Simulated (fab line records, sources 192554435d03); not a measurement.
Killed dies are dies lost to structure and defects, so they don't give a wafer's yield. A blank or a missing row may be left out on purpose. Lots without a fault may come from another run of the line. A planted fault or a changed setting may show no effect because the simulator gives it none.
Split-lot experiment | flow n5_finfet | 7 lots, 21 wafers read, on a route of 1938 steps

THE SPLIT
At N5_BEOL_M4_EXPOSE_25 (exposes mask V3, defocus 5 nm), the setting dose_mj was moved away from the recipe's 63 on 9 of the 21 wafers read, by -6.3% to +7.2%. The other wafers ran this setting at the recipe's value.

FROM THE SPLIT TO THE READING: what the file shows between them, 2 steps
- N5_BEOL_M4_PEB_26: peb time 60 s
- N5_BEOL_M4_DEVELOP_27: develop time 30 s

THE READING
cd_nm, in nm, at N5_BEOL_M4_CD_MEAS_28 (target cd 26.2 nm, target cd y 24.1 nm). Fault-free wafers of this fab line usually give 26.20 nm, standard deviation 0.25 nm.

wafer  | tool, chamber at the split | dose_mj as run | against the recipe | cd_nm, nm | against lot-mates on the recipe
L075.2 | euv_scanner-01, 0          | 63             | recipe             | 26.30     | -
L075.3 | euv_scanner-01, 0          | 59.97          | -4.8%              | 25.40     | -0.91
L075.6 | euv_scanner-01, 0          | 63             | recipe             | 26.31     | -
L074.2 | euv_scanner-02, 0          | 61.62          | -2.2%              | 25.90     | -0.12
L074.3 | euv_scanner-02, 0          | 63             | recipe             | 26.02     | -
L074.4 | euv_scanner-02, 0          | 61.62          | -2.2%              | 26.10     | +0.08
L077.1 | euv_scanner-02, 0          | 64.8           | +2.9%              | 26.76     | +0.46
L077.5 | euv_scanner-02, 0          | 63             | recipe             | 26.14     | -
L077.6 | euv_scanner-02, 0          | 63             | recipe             | 26.47     | -
L078.1 | euv_scanner-01, 0          | 63             | recipe             | 26.07     | -
L078.3 | euv_scanner-01, 0          | 63             | recipe             | 25.90     | -
L078.6 | euv_scanner-01, 0          | 63             | recipe             | 25.72     | -
L088.2 | euv_scanner-02, 0          | 67.52          | +7.2%              | 27.65     | +1.27
L088.4 | euv_scanner-02, 0          | 63             | recipe             | 26.32     | -
L088.5 | euv_scanner-02, 0          | 63             | recipe             | 26.43     | -
L095.1 | euv_scanner-02, 0          | 63             | recipe             | 25.93     | -
L095.3 | euv_scanner-02, 0          | 59.02          | -6.3%              | 24.56     | -1.37
L095.5 | euv_scanner-02, 0          | 59.02          | -6.3%              | 24.81     | -1.12
L096.1 | euv_scanner-01, 0          | 61.49          | -2.4%              | 25.84     | -0.52
L096.3 | euv_scanner-01, 0          | 61.49          | -2.4%              | 25.81     | -0.55
L096.5 | euv_scanner-01, 0          | 63             | recipe             | 26.36     | -

THE FIT
A straight line over all 21 wafers: cd_nm changes by +0.205 nm for each +1% of dose_mj; r = +0.94; the points scatter about the line by 0.23 nm.
The same after taking each lot's own level away (the mean of its wafers on the recipe; 21 wafers): +0.182 nm for each +1%; r = +0.96; scatter 0.16 nm.
On that fit, the largest move of dose_mj shifts the reading by 1.3 nm.
The lots' own levels span 25.897 to 26.375 nm, that is 1.9 times the standard deviation above.
So the lot-to-lot level changes the slope: the two fits differ.
Check: with one of the wafers moved furthest among these (+7.2%) left out of the fit, the line predicts +1.34 nm for it against its lot-mates. It came out at +1.27 nm against them.

THE FILE'S OWN FIT
cd_nm changes by +0.18 nm for each +1% of dose_mj, r = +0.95.
